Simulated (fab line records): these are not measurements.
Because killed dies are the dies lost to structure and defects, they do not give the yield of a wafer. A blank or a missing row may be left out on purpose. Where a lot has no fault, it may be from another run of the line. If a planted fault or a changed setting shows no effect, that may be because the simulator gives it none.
The tool behind it: which one? || flow nand harc || Sampling: 12 lots, 36 wafers, 5 of 1159 route steps

## WHAT EACH GAUGE READ, for each wafer
NHARC_END_SORT_01. Usual: defect limited yield 95.8 %, standard deviation 1.2; killed at array 24, standard deviation 7.4; killed at other 0.5, standard deviation 0.81; killed at periphery 3.4, standard deviation 2.3; killed dies 28, standard deviation 8; killed open 3.4, standard deviation 1.8; killed short 2.0, standard deviation 1.4; sort_bin_2_pct 1.3 %, standard deviation 0.54; sort_bin_3_pct 0.23 %, standard deviation 0.2; sort_bin_4_pct 2.7 %, standard deviation 0.77; sort n pass 649, standard deviation 8; sort rim yield pct 94.2 %, standard deviation 2.7; sort yield pct 95.8 %, standard deviation 1.2.
{"lot": "L222", "measured": "day 19 10:56", "on": "prober-02", "defect limited yield (%)": "96.0 95.6 96.3", "killed at array": "24 23 21", "killed at other": "0 2 2", "killed at periphery": "3 5 2", "killed dies": "27 30 25", "killed open": "5 3 5", "killed short": "1 0 0", "sort_bin_2_pct (%)": "0.9 1.8 1.0", "sort_bin_3_pct (%)": "0.15 0.30 0", "sort_bin_4_pct (%)": "3.0 2.4 2.7", "sort n pass": "650 647 652", "sort rim yield pct (%)": "95.3 93.4 98.1", "sort yield pct (%)": "96.0 95.6 96.3", "flag": ""}
{"lot": "L221", "measured": "day 19 19:28", "on": "prober-02", "defect limited yield (%)": "95.9 96.3 94.7", "killed at array": "25 20 32", "killed at other": "0 0 0", "killed at periphery": "3 5 4", "killed dies": "28 25 36", "killed open": "3 5 7", "killed short": "2 2 1", "sort_bin_2_pct (%)": "0.4 0.6 1.3", "sort_bin_3_pct (%)": "0.30 0.30 0", "sort_bin_4_pct (%)": "3.4 2.8 4.0", "sort n pass": "649 652 641", "sort rim yield pct (%)": "97.2 92.5 92.5", "sort yield pct (%)": "95.9 96.3 94.7", "flag": ""}
{"lot": "L220", "measured": "day 19 18:47", "on": "prober-01", "defect limited yield (%)": "96.5 97.2 96.8", "killed at array": "19 10 20", "killed at other": "2 4 2", "killed at periphery": "3 5 0", "killed dies": "24 19 22", "killed open": "5 8 5", "killed short": "0 2 2", "sort_bin_2_pct (%)": "0.9 0.7 0.7", "sort_bin_3_pct (%)": "0.15 0 0", "sort_bin_4_pct (%)": "2.5 2.1 2.5", "sort n pass": "653 658 655", "sort rim yield pct (%)": "94.3 95.3 98.1", "sort yield pct (%)": "96.5 97.2 96.8", "flag": ""}
{"lot": "L225", "measured": "day 20 02:28", "on": "prober-02", "defect limited yield (%)": "96.5 96.0 97.6", "killed at array": "21 23 14", "killed at other": "0 0 0", "killed at periphery": "3 4 2", "killed dies": "24 27 16", "killed open": "2 4 3", "killed short": "2 1 1", "sort_bin_2_pct (%)": "0.6 0.7 0.4", "sort_bin_3_pct (%)": "0 0.15 0", "sort_bin_4_pct (%)": "3.0 3.1 1.9", "sort n pass": "653 650 661", "sort rim yield pct (%)": "91.5 90.6 94.3", "sort yield pct (%)": "96.5 96.0 97.6", "flag": ""}
{"lot": "L226", "measured": "day 20 09:31", "on": "prober-02", "defect limited yield (%)": "95.7 94.7 95.7", "killed at array": "23 32 25", "killed at other": "0 0 0", "killed at periphery": "6 4 4", "killed dies": "29 36 29", "killed open": "8 5 3", "killed short": "2 3 2", "sort_bin_2_pct (%)": "1.5 2.1 0.9", "sort_bin_3_pct (%)": "0.15 0 0.44", "sort_bin_4_pct (%)": "2.7 3.2 3.0", "sort n pass": "648 641 648", "sort rim yield pct (%)": "95.3 90.6 96.2", "sort yield pct (%)": "95.7 94.7 95.7", "flag": ""}
{"lot": "L223", "measured": "day 20 11:10", "on": "prober-01", "defect limited yield (%)": "97.2 96.3 98.2", "killed at array": "17 20 11", "killed at other": "0 2 1", "killed at periphery": "2 3 0", "killed dies": "19 25 12", "killed open": "4 4 1", "killed short": "4 3 1", "sort_bin_2_pct (%)": "1.2 1.3 0.7", "sort_bin_3_pct (%)": "0.15 0.15 0", "sort_bin_4_pct (%)": "1.5 2.2 1.0", "sort n pass": "658 652 665", "sort rim yield pct (%)": "97.2 96.2 98.1", "sort yield pct (%)": "97.2 96.3 98.2", "flag": ""}
{"lot": "L229", "measured": "day 21 09:03", "on": "prober-02", "defect limited yield (%)": "96.3 97.2 96.5", "killed at array": "24 19 23", "killed at other": "0 0 1", "killed at periphery": "1 0 0", "killed dies": "25 19 24", "killed open": "3 3 4", "killed short": "2 1 1", "sort_bin_2_pct (%)": "0.9 0.9 1.8", "sort_bin_3_pct (%)": "0.44 0 0.15", "sort_bin_4_pct (%)": "2.4 1.9 1.6", "sort n pass": "652 658 653", "sort rim yield pct (%)": "95.3 94.3 96.2", "sort yield pct (%)": "96.3 97.2 96.5", "flag": ""}
{"lot": "L231", "measured": "day 22 20:52", "on": "prober-02", "defect limited yield (%)": "97.6 97.5 96.9", "killed at array": "15 16 20", "killed at other": "1 0 0", "killed at periphery": "0 1 1", "killed dies": "16 17 21", "killed open": "3 2 0", "killed short": "1 2 2", "sort_bin_2_pct (%)": "0.9 0.7 0.4", "sort_bin_3_pct (%)": "0.15 0 0.44", "sort_bin_4_pct (%)": "1.3 1.8 2.2", "sort n pass": "661 660 656", "sort rim yield pct (%)": "93.4 95.3 94.3", "sort yield pct (%)": "97.6 97.5 96.9", "flag": ""}
{"lot": "L238", "measured": "day 24 03:47", "on": "prober-02", "defect limited yield (%)": "96.8 95.3 94.4", "killed at array": "15 26 32", "killed at other": "1 3 0", "killed at periphery": "6 3 6", "killed dies": "22 32 38", "killed open": "2 3 3", "killed short": "2 2 1", "sort_bin_2_pct (%)": "0.4 1.0 1.6", "sort_bin_3_pct (%)": "0 0.30 0.15", "sort_bin_4_pct (%)": "2.8 3.4 3.8", "sort n pass": "655 645 639", "sort rim yield pct (%)": "95.3 96.2 90.6", "sort yield pct (%)": "96.8 95.3 94.4", "flag": ""}
{"lot": "L240", "measured": "day 24 09:38", "on": "prober-01", "defect limited yield (%)": "96.2 96.6 96.5", "killed at array": "22 19 21", "killed at other": "0 1 0", "killed at periphery": "4 3 3", "killed dies": "26 23 24", "killed open": "4 7 2", "killed short": "0 1 2", "sort_bin_2_pct (%)": "1.3 1.2 1.5", "sort_bin_3_pct (%)": "0.15 0 0", "sort_bin_4_pct (%)": "2.4 2.2 2.1", "sort n pass": "651 654 653", "sort rim yield pct (%)": "97.2 96.2 99.1", "sort yield pct (%)": "96.2 96.6 96.5", "flag": ""}
{"lot": "L242", "measured": "day 24 11:37", "on": "prober-02", "defect limited yield (%)": "95.7 92.3 94.5", "killed at array": "27 47 32", "killed at other": "1 0 1", "killed at periphery": "1 5 4", "killed dies": "29 52 37", "killed open": "4 5 6", "killed short": "1 3 3", "sort_bin_2_pct (%)": "1.2 2.7 2.1", "sort_bin_3_pct (%)": "0.15 1.18 0.30", "sort_bin_4_pct (%)": "3.0 3.8 3.1", "sort n pass": "648 625 640", "sort rim yield pct (%)": "90.6 85.8 93.4", "sort yield pct (%)": "95.7 92.3 94.5", "flag": ""}
{"lot": "L243", "measured": "day 25 03:26", "on": "prober-02", "defect limited yield (%)": "95.7 94.2 93.8", "killed at array": "28 34 39", "killed at other": "0 0 0", "killed at periphery": "1 5 3", "killed dies": "29 39 42", "killed open": "1 2 4", "killed short": "4 6 6", "sort_bin_2_pct (%)": "1.8 2.2 2.8", "sort_bin_3_pct (%)": "0.44 0.44 0.59", "sort_bin_4_pct (%)": "2.1 3.1 2.8", "sort n pass": "648 638 635", "sort rim yield pct (%)": "94.3 94.3 89.6", "sort yield pct (%)": "95.7 94.2 93.8", "flag": ""}

## WHICH TOOL RAN EACH LOT (tool, then ch and the chambers of the sampled wafers, then the start)
{"lot": "L222", "NHARC_THIN_TSV_ETCHBACK_48": "rie diel-03 ch 0,3, day 18 18:50", "NHARC_THIN_TSV_DEGAS_49": "pvd sputter-03, day 18 19:22", "NHARC_THIN_TSV_PVD_51": "pvd sputter-03, day 18 20:56 or earlier", "NHARC_THIN_TSV_CMP_21": "cmp-02 ch 1,2, day 18 20:56"}
{"lot": "L221", "NHARC_THIN_TSV_ETCHBACK_48": "rie diel-02 ch 1,2,3, day 18 21:13", "NHARC_THIN_TSV_DEGAS_49": "pvd sputter-01, day 18 21:40", "NHARC_THIN_TSV_PVD_51": "pvd sputter-01, day 18 23:14 or earlier", "NHARC_THIN_TSV_CMP_21": "cmp-02 ch 1,2,3, day 18 23:14"}
{"lot": "L220", "NHARC_THIN_TSV_ETCHBACK_48": "rie diel-02 ch 0,2, day 19 01:07", "NHARC_THIN_TSV_DEGAS_49": "pvd sputter-03, day 19 01:44", "NHARC_THIN_TSV_PVD_51": "pvd sputter-03, day 19 03:17 or earlier", "NHARC_THIN_TSV_CMP_21": "cmp-03 ch 1,2,3, day 19 03:17"}
{"lot": "L225", "NHARC_THIN_TSV_ETCHBACK_48": "rie diel-02 ch 0,3, day 19 03:04", "NHARC_THIN_TSV_DEGAS_49": "pvd sputter-03, day 19 03:45", "NHARC_THIN_TSV_PVD_51": "pvd sputter-03, day 19 05:23 or earlier", "NHARC_THIN_TSV_CMP_21": "cmp-03 ch 2,3, day 19 05:23"}
{"lot": "L226", "NHARC_THIN_TSV_ETCHBACK_48": "rie diel-03 ch 0,1,3, day 19 14:58", "NHARC_THIN_TSV_DEGAS_49": "pvd sputter-02, day 19 15:25", "NHARC_THIN_TSV_PVD_51": "pvd sputter-02, day 19 17:01 or earlier", "NHARC_THIN_TSV_CMP_21": "cmp-01 ch 0,2,3, day 19 17:01"}
{"lot": "L223", "NHARC_THIN_TSV_ETCHBACK_48": "rie diel-03 ch 0,1,3, day 19 16:02", "NHARC_THIN_TSV_DEGAS_49": "pvd sputter-02, day 19 16:29", "NHARC_THIN_TSV_PVD_51": "pvd sputter-02, day 19 18:05 or earlier", "NHARC_THIN_TSV_CMP_21": "cmp-02 ch 0,1,3, day 19 18:05"}
{"lot": "L229", "NHARC_THIN_TSV_ETCHBACK_48": "rie diel-02 ch 0,2,3, day 20 19:43", "NHARC_THIN_TSV_DEGAS_49": "pvd sputter-01, day 20 20:16", "NHARC_THIN_TSV_PVD_51": "pvd sputter-01, day 20 21:48 or earlier", "NHARC_THIN_TSV_CMP_21": "cmp-01 ch 0,1,3, day 20 21:48"}
{"lot": "L231", "NHARC_THIN_TSV_ETCHBACK_48": "rie diel-06 ch 2,3, day 21 23:41", "NHARC_THIN_TSV_DEGAS_49": "pvd sputter-02, day 22 00:14", "NHARC_THIN_TSV_PVD_51": "pvd sputter-02, day 22 01:48 or earlier", "NHARC_THIN_TSV_CMP_21": "cmp-03 ch 0,3, day 22 01:48"}
{"lot": "L238", "NHARC_THIN_TSV_ETCHBACK_48": "rie diel-06 ch 2,3, day 23 14:51", "NHARC_THIN_TSV_DEGAS_49": "pvd sputter-03, day 23 15:36", "NHARC_THIN_TSV_PVD_51": "pvd sputter-03, day 23 17:09 or earlier", "NHARC_THIN_TSV_CMP_21": "cmp-02 ch 0,1,2, day 23 17:09"}
{"lot": "L240", "NHARC_THIN_TSV_ETCHBACK_48": "rie diel-03 ch 1,2, day 23 15:23", "NHARC_THIN_TSV_DEGAS_49": "pvd sputter-03, day 23 16:17", "NHARC_THIN_TSV_PVD_51": "pvd sputter-03, day 23 18:06 or earlier", "NHARC_THIN_TSV_CMP_21": "cmp-03 ch 0,1,2, day 23 18:06"}
{"lot": "L242", "NHARC_THIN_TSV_ETCHBACK_48": "rie diel-03 ch 0,1,2, day 23 16:44", "NHARC_THIN_TSV_DEGAS_49": "pvd sputter-03, day 23 18:28", "NHARC_THIN_TSV_PVD_51": "pvd sputter-03, day 23 20:02 or earlier", "NHARC_THIN_TSV_CMP_21": "cmp-02 ch 0,1,2, day 23 20:02"}
{"lot": "L243", "NHARC_THIN_TSV_ETCHBACK_48": "rie diel-02 ch 0,1,2, day 24 14:18", "NHARC_THIN_TSV_DEGAS_49": "pvd sputter-03, day 24 14:53", "NHARC_THIN_TSV_PVD_51": "pvd sputter-03, day 24 16:26 or earlier", "NHARC_THIN_TSV_CMP_21": "cmp-03 ch 0,2, day 24 16:26"}
- NHARC_THIN_TSV_ETCHBACK_48: etches the open film in C4F8/Ar, target depth 1028.5 nm, time 405.17 s.
- NHARC_THIN_TSV_DEGAS_49: time 120 s.
- NHARC_THIN_TSV_PVD_51: deposits Cu, target thk 100 nm.
- NHARC_THIN_TSV_CMP_21: polishes, t overpolish 30 s, target thk 2000 nm.

## WHAT THE TOOLS THEMSELVES READ (means of the sampled wafers that have a number; where no wafer has one, the mark that the record gives instead)
NHARC_THIN_TSV_ETCHBACK_48. Usual: chamber pressure mTorr 24.999 mTorr, standard deviation 0.024; oes product au 0.937 a.u., standard deviation 0.029; rf vpp V 547 V, standard deviation 3.2.
{"lot": "L222", "tool": "rie diel-03", "chamber pressure mTorr (mTorr)": 24.977, "oes product au (a.u.)": 0.931, "rf vpp V (V)": 548, "flag": ""}
{"lot": "L221", "tool": "rie diel-02", "chamber pressure mTorr (mTorr)": 25.013, "oes product au (a.u.)": 0.929, "rf vpp V (V)": 545, "flag": ""}
{"lot": "L220", "tool": "rie diel-02", "chamber pressure mTorr (mTorr)": 24.993, "oes product au (a.u.)": 0.921, "rf vpp V (V)": 546, "flag": ""}
{"lot": "L225", "tool": "rie diel-02", "chamber pressure mTorr (mTorr)": 24.985, "oes product au (a.u.)": 0.932, "rf vpp V (V)": 544, "flag": ""}
{"lot": "L226", "tool": "rie diel-03", "chamber pressure mTorr (mTorr)": 24.997, "oes product au (a.u.)": 0.924, "rf vpp V (V)": 547, "flag": ""}
{"lot": "L223", "tool": "rie diel-03", "chamber pressure mTorr (mTorr)": 24.991, "oes product au (a.u.)": 0.918, "rf vpp V (V)": 546, "flag": ""}
{"lot": "L229", "tool": "rie diel-02", "chamber pressure mTorr (mTorr)": 24.994, "oes product au (a.u.)": 0.924, "rf vpp V (V)": 545, "flag": ""}
{"lot": "L231", "tool": "rie diel-06", "chamber pressure mTorr (mTorr)": 25.013, "oes product au (a.u.)": 0.951, "rf vpp V (V)": 551, "flag": ""}
{"lot": "L238", "tool": "rie diel-06", "chamber pressure mTorr (mTorr)": 25.004, "oes product au (a.u.)": 0.930, "rf vpp V (V)": 552, "flag": ""}
{"lot": "L240", "tool": "rie diel-03", "chamber pressure mTorr (mTorr)": 24.995, "oes product au (a.u.)": 0.924, "rf vpp V (V)": 544, "flag": ""}
{"lot": "L242", "tool": "rie diel-03", "chamber pressure mTorr (mTorr)": 25.015, "oes product au (a.u.)": 0.915, "rf vpp V (V)": 547, "flag": ""}
{"lot": "L243", "tool": "rie diel-02", "chamber pressure mTorr (mTorr)": 25.007, "oes product au (a.u.)": 0.927, "rf vpp V (V)": 545, "flag": ""}

NHARC_THIN_TSV_DEGAS_49. Usual: heater power w 466 W, standard deviation 52.
{"lot": "L222", "tool": "pvd sputter-03", "heater power w (W)": 490, "flag": ""}
{"lot": "L221", "tool": "pvd sputter-01", "heater power w (W)": 462, "flag": ""}
{"lot": "L220", "tool": "pvd sputter-03", "heater power w (W)": 485, "flag": ""}
{"lot": "L225", "tool": "pvd sputter-03", "heater power w (W)": 477, "flag": ""}
{"lot": "L226", "tool": "pvd sputter-02", "heater power w (W)": 434, "flag": ""}
{"lot": "L223", "tool": "pvd sputter-02", "heater power w (W)": 441, "flag": ""}
{"lot": "L229", "tool": "pvd sputter-01", "heater power w (W)": 466, "flag": ""}
{"lot": "L231", "tool": "pvd sputter-02", "heater power w (W)": 445, "flag": ""}
{"lot": "L238", "tool": "pvd sputter-03", "heater power w (W)": 477, "flag": ""}
{"lot": "L240", "tool": "pvd sputter-03", "heater power w (W)": 507, "flag": ""}
{"lot": "L242", "tool": "pvd sputter-03", "heater power w (W)": 488, "flag": ""}
{"lot": "L243", "tool": "pvd sputter-03", "heater power w (W)": 535, "flag": ""}

NHARC_THIN_TSV_PVD_51. Usual: throttle valve pct 29.7 %, standard deviation 0.93.
{"lot": "L222", "tool": "pvd sputter-03", "throttle valve pct (%)": 29.5, "flag": ""}
{"lot": "L221", "tool": "pvd sputter-01", "throttle valve pct (%)": 29.6, "flag": ""}
{"lot": "L220", "tool": "pvd sputter-03", "throttle valve pct (%)": 29.3, "flag": ""}
{"lot": "L225", "tool": "pvd sputter-03", "throttle valve pct (%)": 30.1, "flag": ""}
{"lot": "L226", "tool": "pvd sputter-02", "throttle valve pct (%)": 30.8, "flag": ""}
{"lot": "L223", "tool": "pvd sputter-02", "throttle valve pct (%)": 29.9, "flag": ""}
{"lot": "L229", "tool": "pvd sputter-01", "throttle valve pct (%)": 30.3, "flag": ""}
{"lot": "L231", "tool": "pvd sputter-02", "throttle valve pct (%)": 30.3, "flag": ""}
{"lot": "L238", "tool": "pvd sputter-03", "throttle valve pct (%)": 30.1, "flag": ""}
{"lot": "L240", "tool": "pvd sputter-03", "throttle valve pct (%)": 29.5, "flag": ""}
{"lot": "L242", "tool": "pvd sputter-03", "throttle valve pct (%)": 29.1, "flag": ""}
{"lot": "L243", "tool": "pvd sputter-03", "throttle valve pct (%)": 29.8, "flag": ""}

NHARC_THIN_TSV_CMP_21. Usual: motor current A 12.7 A, standard deviation 1.2; overpolish run s 29.999 s, standard deviation 0.0088.
{"lot": "L222", "tool": "cmp-02", "motor current A (A)": 12.0, "overpolish run s (s)": 29.998, "flag": ""}
{"lot": "L221", "tool": "cmp-02", "motor current A (A)": 12.5, "overpolish run s (s)": 29.991, "flag": ""}
{"lot": "L220", "tool": "cmp-03", "motor current A (A)": 12.7, "overpolish run s (s)": 30.000, "flag": ""}
{"lot": "L225", "tool": "cmp-03", "motor current A (A)": 12.8, "overpolish run s (s)": 29.997, "flag": ""}
{"lot": "L226", "tool": "cmp-01", "motor current A (A)": 12.9, "overpolish run s (s)": 29.992, "flag": ""}
{"lot": "L223", "tool": "cmp-02", "motor current A (A)": 12.6, "overpolish run s (s)": 30.001, "flag": ""}
{"lot": "L229", "tool": "cmp-01", "motor current A (A)": 13.1, "overpolish run s (s)": 30.004, "flag": ""}
{"lot": "L231", "tool": "cmp-03", "motor current A (A)": 14.6, "overpolish run s (s)": 30.002, "flag": ""}
{"lot": "L238", "tool": "cmp-02", "motor current A (A)": 11.9, "overpolish run s (s)": 30.000, "flag": ""}
{"lot": "L240", "tool": "cmp-03", "motor current A (A)": 13.0, "overpolish run s (s)": 30.004, "flag": ""}
{"lot": "L242", "tool": "cmp-02", "motor current A (A)": 12.0, "overpolish run s (s)": 30.000, "flag": ""}
{"lot": "L243", "tool": "cmp-03", "motor current A (A)": 13.5, "overpolish run s (s)": 29.988, "flag": ""}

## THE ANSWER, worked out from the rows above alone
Rule: lot off if the mean of its wafers having a number is beyond 3 standard deviations from the usual mean. Also off: a lot with no number at a reading for which 4 or more lots have one. All remaining lots with rows at the step are treated as sound. First the gauges in route order, then the tools' own readings, where a lot's mean is used as printed above. At the first step where some lot is off, the reading lying furthest off is the one used; lots without a number count as furthest.
No lot is off at any reading shown: from this, nothing can be told.

## WHAT THE SIMULATOR HAD PUT IN
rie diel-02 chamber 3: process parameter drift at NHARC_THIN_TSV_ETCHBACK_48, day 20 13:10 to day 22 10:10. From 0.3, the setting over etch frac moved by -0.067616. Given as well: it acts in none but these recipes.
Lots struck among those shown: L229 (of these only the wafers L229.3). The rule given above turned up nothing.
